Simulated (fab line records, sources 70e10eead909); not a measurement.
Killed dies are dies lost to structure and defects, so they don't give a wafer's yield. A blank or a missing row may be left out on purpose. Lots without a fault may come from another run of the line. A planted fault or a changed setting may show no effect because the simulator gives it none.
Which tool did it? | flow nand_harc | 9 lots, 27 wafers sampled, at 6 steps of a route of 1302

WHAT THE GAUGES READ, wafer by wafer
NHARC_END_WLT_00.
lot  | measured     | on        | VT_DECK1_BOTTOM                     | VT_DECK1_BOTTOM_INNER               | VT_DECK1_MEDIAN_NEAR_BOTTOM         | VT_DECK1_MEDIAN_NEAR_BOTTOM_INNER   | VT_DECK1_MIDDLE                     | VT_DECK1_MIDDLE_INNER               | VT_DECK1_TOP                        | VT_DECK1_TOP_INNER                  | VT_DECK2_BOTTOM                     | VT_DECK2_BOTTOM_INNER               | VT_DECK2_MEDIAN_NEAR_BOTTOM         | VT_DECK2_MEDIAN_NEAR_BOTTOM_INNER   | VT_DECK2_MIDDLE                     | VT_DECK2_MIDDLE_INNER               | VT_DECK2_TOP                        | VT_DECK2_TOP_INNER
L251 | day 24 17:49 | prober-01 | 0.878 0.874 0.877                   | 0.872 0.868 0.871                   | 0.876 0.873 0.890                   | 0.874 0.874 0.872                   | 0.889 0.884 0.879                   | 0.886 0.890 0.888                   | 0.905 0.903 0.893                   | 0.894 0.897 0.892                   | 0.852 0.872 0.866                   | 0.859 0.875 0.863                   | 0.866 0.869 0.861                   | 0.861 0.873 0.871                   | 0.882 0.887 0.880                   | 0.888 0.881 0.886                   | 0.893 0.886 0.902                   | 0.898 0.889 0.887
L253 | day 24 17:49 | prober-02 | 0.876 0.879 0.876                   | 0.885 0.874 0.877                   | 0.879 0.894 0.882                   | 0.878 0.887 0.877                   | 0.886 0.896 0.890                   | 0.898 0.895 0.882                   | 0.901 0.896 0.892                   | 0.906 0.893 0.904                   | 0.874 0.871 0.875                   | 0.882 0.871 0.874                   | 0.872 0.873 0.887                   | 0.879 0.872 0.873                   | 0.892 0.887 0.879                   | 0.886 0.881 0.885                   | 0.896 0.904 0.892                   | 0.906 0.902 0.896
L255 | day 26 23:52 | prober-02 | 0.886 0.882 0.877                   | 0.880 0.879 0.884                   | 0.881 0.887 0.882                   | 0.880 0.893 0.881                   | 0.896 0.898 0.893                   | 0.897 0.898 0.886                   | 0.911 0.906 0.908                   | 0.914 0.913 0.911                   | 0.871 0.876 0.884                   | 0.870 0.882 0.875                   | 0.869 0.889 0.887                   | 0.863 0.884 0.880                   | 0.884 0.898 0.889                   | 0.885 0.894 0.885                   | 0.902 0.904 0.894                   | 0.895 0.902 0.897
L256 | day 27 19:43 | prober-02 | 0.875 0.866 0.870                   | 0.876 0.870 0.868                   | 0.869 0.869 0.874                   | 0.876 0.867 0.873                   | 0.884 0.892 0.880                   | 0.884 0.883 0.880                   | 0.894 0.897 0.893                   | 0.896 0.889 0.893                   | 0.877 0.862 0.864                   | 0.870 0.865 0.862                   | 0.873 0.871 0.868                   | 0.881 0.862 0.865                   | 0.885 0.877 0.880                   | 0.880 0.879 0.880                   | 0.906 0.909 0.906                   | 0.900 0.906 0.900
L257 | day 27 14:40 | prober-01 | 0.875 0.871 0.873                   | 0.873 0.880 0.871                   | 0.870 0.877 0.876                   | 0.869 0.876 0.881                   | 0.884 0.890 0.879                   | 0.893 0.885 0.890                   | 0.903 0.893 0.895                   | 0.897 0.895 0.902                   | 0.865 0.863 0.862                   | 0.867 0.857 0.863                   | 0.869 0.857 0.857                   | 0.865 0.868 0.866                   | 0.884 0.879 0.878                   | 0.876 0.875 0.876                   | 0.880 0.892 0.884                   | 0.887 0.882 0.883
L258 | day 28 14:38 | prober-02 | 0.869 0.875 0.868                   | 0.869 0.882 0.869                   | 0.870 0.878 0.872                   | 0.875 0.875 0.870                   | 0.882 0.885 0.888                   | 0.884 0.885 0.887                   | 0.894 0.904 0.900                   | 0.894 0.895 0.899                   | 0.870 0.873 0.868                   | 0.866 0.869 0.869                   | 0.880 0.867 0.876                   | 0.872 0.874 0.869                   | 0.877 0.888 0.887                   | 0.879 0.879 0.877                   | 0.894 0.887 0.885                   | 0.884 0.888 0.885
L259 | day 28 06:25 | prober-02 | 0.876 0.871 0.875                   | 0.871 0.865 0.876                   | 0.876 0.879 0.864                   | 0.874 0.864 0.879                   | 0.880 0.880 0.886                   | 0.889 0.886 0.889                   | 0.898 0.894 0.896                   | 0.901 0.893 0.893                   | 0.873 0.881 0.868                   | 0.883 0.875 0.866                   | 0.885 0.878 0.869                   | 0.884 0.882 0.873                   | 0.895 0.899 0.891                   | 0.890 0.898 0.887                   | 0.909 0.900 0.907                   | 0.909 0.896 0.903
L261 | day 28 15:05 | prober-01 | 0.924 0.934 0.925 0.924 0.924 0.925 | 0.929 0.926 0.916 0.926 0.929 0.926 | 0.929 0.930 0.923 0.924 0.940 0.935 | 0.925 0.935 0.929 0.919 0.925 0.917 | 0.948 0.947 0.942 0.933 0.941 0.948 | 0.951 0.953 0.946 0.939 0.947 0.946 | 0.961 0.955 0.964 0.956 0.955 0.954 | 0.963 0.967 0.959 0.961 0.954 0.958 | 0.874 0.879 0.885 0.874 0.881 0.889 | 0.879 0.881 0.885 0.875 0.884 0.885 | 0.878 0.881 0.888 0.879 0.883 0.888 | 0.872 0.884 0.889 0.880 0.879 0.885 | 0.896 0.886 0.895 0.889 0.891 0.894 | 0.899 0.892 0.892 0.887 0.897 0.889 | 0.905 0.898 0.908 0.912 0.908 0.911 | 0.903 0.900 0.905 0.907 0.910 0.906
L268 | day 31 16:05 | prober-02 | 0.867 0.869 0.877                   | 0.866 0.871 0.877                   | 0.869 0.864 0.875                   | 0.870 0.874 0.877                   | 0.886 0.880 0.883                   | 0.895 0.884 0.890                   | 0.902 0.889 0.894                   | 0.899 0.899 0.898                   | 0.890 0.883 0.876                   | 0.875 0.882 0.885                   | 0.884 0.884 0.887                   | 0.882 0.881 0.878                   | 0.896 0.891 0.894                   | 0.895 0.892 0.899                   | 0.908 0.909 0.900                   | 0.904 0.906 0.907

NHARC_END_SORT_01.
lot  | measured     | on        | killed_at_array | killed_at_other | killed_at_periphery | killed_dies | killed_open | killed_short
L251 | day 24 20:49 | prober-01 | 50 53 51        | 0 0 0           | 4 2 2               | 54 55 53    | 1 2 1       | 3 4 1
L253 | day 24 20:53 | prober-02 | 62 73 66        | 3 2 0           | 3 3 1               | 68 78 67    | 2 2 0       | 2 1 2
L255 | day 27 03:26 | prober-02 | 58 64 69        | 1 0 0           | 3 6 3               | 62 70 72    | 4 5 4       | 0 5 3
L256 | day 27 23:02 | prober-02 | 79 60 70        | 2 0 1           | 1 5 5               | 82 65 76    | 8 2 1       | 4 3 0
L257 | day 27 17:59 | prober-01 | 54 60 65        | 0 0 0           | 10 3 7              | 64 63 72    | 9 4 6       | 5 2 1
L258 | day 28 17:59 | prober-02 | 62 60 69        | 3 1 0           | 3 1 3               | 68 62 72    | 3 2 3       | 1 2 2
L259 | day 28 09:22 | prober-02 | 44 43 33        | 0 0 0           | 2 2 1               | 46 45 34    | 3 4 0       | 1 0 1
L261 | day 29 04:34 | prober-01 | 52 59 42        | 2 0 3           | 6 7 1               | 60 66 46    | 1 3 1       | 7 1 1
L268 | day 31 19:07 | prober-02 | 50 53 46        | 0 1 1           | 1 3 3               | 51 57 50    | 2 3 0       | 1 3 1

WHICH TOOL RAN EACH LOT (tool, then ch and the chambers of the sampled wafers, then the start)
lot  | NHARC_A_CHANNEL_FILL_D1_ALD_02   | NHARC_A_CHANNEL_FILL_D1_ALD_14   | NHARC_A_CHANNEL_FILL_D1_CVD_18   | NHARC_A_CHANNEL_FILL_D1_STRIP_29
L251 | ald_hk-01 ch 1,3, day 9 07:38    | ald_hk-01 ch 0,1,2, day 9 14:41  | lpcvd_poly-03 ch 0, day 10 06:29 | rie_diel-13 ch 0,1,3, day 24 17:49 or earlier
L253 | ald_hk-04 ch 0,1, day 9 19:40    | ald_hk-01 ch 0,1,2, day 10 01:55 | lpcvd_poly-03 ch 0, day 10 16:53 | rie_diel-08 ch 1,3, day 24 17:49 or earlier
L255 | ald_hk-02 ch 0,2,3, day 11 07:40 | ald_hk-01 ch 0,1,3, day 11 14:56 | lpcvd_poly-03 ch 0, day 12 05:55 | rie_diel-08 ch 0,2,3, day 26 23:52 or earlier
L256 | ald_hk-01 ch 0,1,3, day 12 02:59 | ald_hk-01 ch 1,2, day 12 10:01   | lpcvd_poly-01 ch 0, day 13 01:03 | rie_diel-08 ch 0,1, day 27 19:43 or earlier
L257 | ald_hk-01 ch 0,1,2, day 12 04:06 | ald_hk-02 ch 0,1,2, day 12 10:01 | lpcvd_poly-01 ch 0, day 13 01:03 | rie_diel-08 ch 0,1, day 27 14:40 or earlier
L258 | ald_hk-02 ch 0,1,2, day 12 11:47 | ald_hk-04 ch 0,2,3, day 12 18:44 | lpcvd_poly-03 ch 0, day 13 09:44 | rie_diel-13 ch 0,2,3, day 28 14:38 or earlier
L259 | ald_hk-02 ch 0,2, day 12 21:01   | ald_hk-02 ch 0,1,2, day 13 04:03 | lpcvd_poly-01 ch 0, day 13 19:04 | rie_diel-08 ch 0,1, day 28 06:25 or earlier
L261 | ald_hk-04 ch 0,1,2, day 13 00:14 | ald_hk-01 ch 0,1, day 13 07:31   | lpcvd_poly-02 ch 0, day 13 22:27 | rie_diel-08 ch 0,1,2, day 28 15:05 or earlier
L268 | ald_hk-02 ch 0,1,3, day 16 14:22 | ald_hk-02 ch 0,1,3, day 16 21:26 | lpcvd_poly-02 ch 0, day 17 12:20 | rie_diel-08 ch 0,1,2, day 31 16:05 or earlier
- NHARC_A_CHANNEL_FILL_D1_ALD_02: deposits SiO2, target thk 6 nm, pulse time 10 s, ald cycles 60.
- NHARC_A_CHANNEL_FILL_D1_ALD_14: deposits SiO2, target thk 2.5 nm, pulse time 10 s, ald cycles 25.
- NHARC_A_CHANNEL_FILL_D1_CVD_18: deposits poly-Si, target thk 3 nm.
- NHARC_A_CHANNEL_FILL_D1_STRIP_29: strips in O2, time 20 s.

WHAT THE TOOLS THEMSELVES READ (means of the sampled wafers that have a number; where no wafer has one, the mark that the record gives instead)
NHARC_A_CHANNEL_FILL_D1_ALD_02.
lot  | tool      | heater_power_w (W) | precursor_pulse_height_rel
L251 | ald_hk-01 | 541                | 1.011
L253 | ald_hk-04 | 447                | 0.998
L255 | ald_hk-02 | 473                | 0.994
L256 | ald_hk-01 | 509                | 1.007
L257 | ald_hk-01 | 487                | 0.991
L258 | ald_hk-02 | 468                | 0.999
L259 | ald_hk-02 | 469                | 0.989
L261 | ald_hk-04 | 446                | 1.026
L268 | ald_hk-02 | 469                | 0.988

NHARC_A_CHANNEL_FILL_D1_ALD_14.
lot  | tool      | heater_power_w (W) | precursor_pulse_height_rel
L251 | ald_hk-01 | 486                | 1.005
L253 | ald_hk-01 | 489                | 1.001
L255 | ald_hk-01 | 506                | 0.998
L256 | ald_hk-01 | 520                | 0.997
L257 | ald_hk-02 | 454                | 0.994
L258 | ald_hk-04 | 462                | 1.001
L259 | ald_hk-02 | 464                | 0.969
L261 | ald_hk-01 | 518                | 0.989
L268 | ald_hk-02 | 471                | 0.982

NHARC_A_CHANNEL_FILL_D1_CVD_18.
lot  | tool          | spike_tc_bottom_C (C) | spike_tc_centre_C (C) | spike_tc_lower_C (C) | spike_tc_top_C (C) | spike_tc_upper_C (C) | tube_center_temp_C (C)
L251 | lpcvd_poly-03 | 569.7                 | 550.6                 | 549.2                | 569.5              | 549.6                | 550
L253 | lpcvd_poly-03 | 569.8                 | 549.7                 | 550.2                | 568.9              | 550.1                | 550
L255 | lpcvd_poly-03 | 569.5                 | 549.2                 | 549.4                | 568.6              | 549.4                | 550
L256 | lpcvd_poly-01 | 572.7                 | 549.6                 | 552.9                | 570.6              | 549.6                | 550
L257 | lpcvd_poly-01 | 571.8                 | 549.3                 | 551.5                | 571.7              | 550.4                | 550
L258 | lpcvd_poly-03 | 570.2                 | 548.8                 | 549.4                | 568.8              | 549.6                | 550
L259 | lpcvd_poly-01 | 573.1                 | 551.4                 | 552.5                | 571.5              | 549.9                | 550
L261 | lpcvd_poly-02 | 587.0                 | 562.2                 | 564.7                | 580.6              | 561.5                | 564
L268 | lpcvd_poly-02 | 573.6                 | 548.9                 | 551.7                | 568.2              | 548.2                | 550

NHARC_A_CHANNEL_FILL_D1_STRIP_29.
lot  | tool        | drypump_motor_current_A (A) | mfc_ar_sccm (sccm) | oes_product_au (a.u.) | rf_vpp_V (V) | showerhead_plenum_p_Torr (Torr) | throttle_valve_pct (%)
L251 | rie_diel-13 | 5.7                         | 0.0020             | 0.993                 | 56.7         | 3.51                            | 17.046
L253 | rie_diel-08 | 6.2                         | 0.0000             | 1.005                 | 57.7         | 3.63                            | 17.033
L255 | rie_diel-08 | 5.9                         | 0.0000             | 1.011                 | 57.6         | 3.43                            | 17.039
L256 | rie_diel-08 | 5.4                         | 0.0000             | 1.008                 | 57.9         | 3.48                            | 17.030
L257 | rie_diel-08 | 5.4                         | 0.0000             | 1.000                 | 57.5         | 3.48                            | 17.039
L258 | rie_diel-13 | 5.5                         | 0.0020             | 1.010                 | 59.5         | 3.53                            | 17.033
L259 | rie_diel-08 | 5.4                         | 0.0000             | 1.010                 | 56.7         | 3.48                            | 17.031
L261 | rie_diel-08 | 5.7                         | 0.0000             | 1.000                 | 58.4         | 3.59                            | 17.042
L268 | rie_diel-08 | 5.7                         | 0.0000             | 1.000                 | 57.7         | 3.59                            | 17.027

THE ANSWER, worked out from the rows above alone
Rule: what is usual is taken from the lots themselves. Put in order of their means at a reading, lots are off if they are a third of the lots or fewer, leave a main group of 4 or more, and stand apart from it by a gap of 3 or more times the standard deviation of the main group's means; of several such gaps the widest counts. A main group whose means are all the same, to the digits that the tables above print for the reading, isn't used. A lot without any number at a reading at which 4 lots or more have one is off too. The other lots that the step has rows for count as sound. The gauges are gone through in route order, then the tools' own readings, and for those a lot's mean is taken as printed above. The first step at which some lot is off is used, and at that step the reading that is off furthest; a lot without a number counts as furthest.
Off: L261, at NHARC_END_WLT_00 (VT_DECK1_MIDDLE_INNER). The main group: mean 0.889, standard deviation 0.0033.
A tool fits if, at a process step before that reading, it ran every lot that is off, and no sound lot after the first of them. The gauges at NHARC_END_WLT_00 aren't tried: what is off there is off at NHARC_A_CHANNEL_FILL_D1_CVD_18 too, on other tools, and a gauge's error can't cause that. NHARC_A_CHANNEL_FILL_D1_STRIP_29 gives no start for some lots, so the hours and the order of its lots are those of NHARC_END_WLT_00. Can't be told from this: 2 tools fit, ald_hk-04 at NHARC_A_CHANNEL_FILL_D1_ALD_02, ald_hk-01 at NHARC_A_CHANNEL_FILL_D1_ALD_14.

WHAT THE SIMULATOR HAD PUT IN
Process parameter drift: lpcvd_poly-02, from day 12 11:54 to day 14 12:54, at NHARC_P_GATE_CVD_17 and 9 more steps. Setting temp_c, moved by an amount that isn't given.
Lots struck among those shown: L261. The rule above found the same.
